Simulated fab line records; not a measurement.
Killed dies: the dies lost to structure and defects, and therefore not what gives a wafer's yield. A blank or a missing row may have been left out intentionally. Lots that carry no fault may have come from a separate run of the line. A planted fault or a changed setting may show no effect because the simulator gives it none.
Chamber matching -- flow n5Finfet -- N5_BEOL_M4_PECVD_72 on pecvd-02 has 3 sister chambers
The step deposits SiO2 from TEOS/O2, target thk 16 nm, time 18 s. 3 wafers are shown with their chamber, then 8 later ones without.

EACH WAFER AND ITS CHAMBER
wafer,chamber,showerheadVppV (V)
L088.4,0,1229
L088.6,2,1331
L092.2,1,1331

WAFERS WITH NO CHAMBER GIVEN
wafer,showerheadVppV (V)
L092.4,1218
L092.5,1341
L093.2,1192
L093.3,1324
L093.4,1336
L095.1,1340
L095.3,1234
L095.6,1239

CHAMBER TAKEN BY EACH
wafer,from the rows above,in truth
L092.4,0,0
L092.5,can't be placed: 1 or 2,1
L093.2,0,0
L093.3,can't be placed: 1 or 2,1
L093.4,can't be placed: 1 or 2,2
L095.1,can't be placed: 1 or 2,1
L095.3,0,0
L095.6,0,0
Placed correctly: 4 of 8. Cannot be placed on the basis of these rows: 4; the candidates contain the true chamber in 4. Number placed wrongly: 0.
How it was worked out, from the rows above alone: a wafer's distance from a chamber is the root of the sum, over the readings, of the square of ((its reading less the chamber's mean) divided by the reading's scatter). The wafer belongs to the nearest chamber; if the next one is less than 2 further off, it can't be placed. A chamber's mean is the mean of its shown wafers. The scatter: with one shown wafer a chamber, the root of the mean of the squares of how far each hidden wafer lies from its nearest shown one.
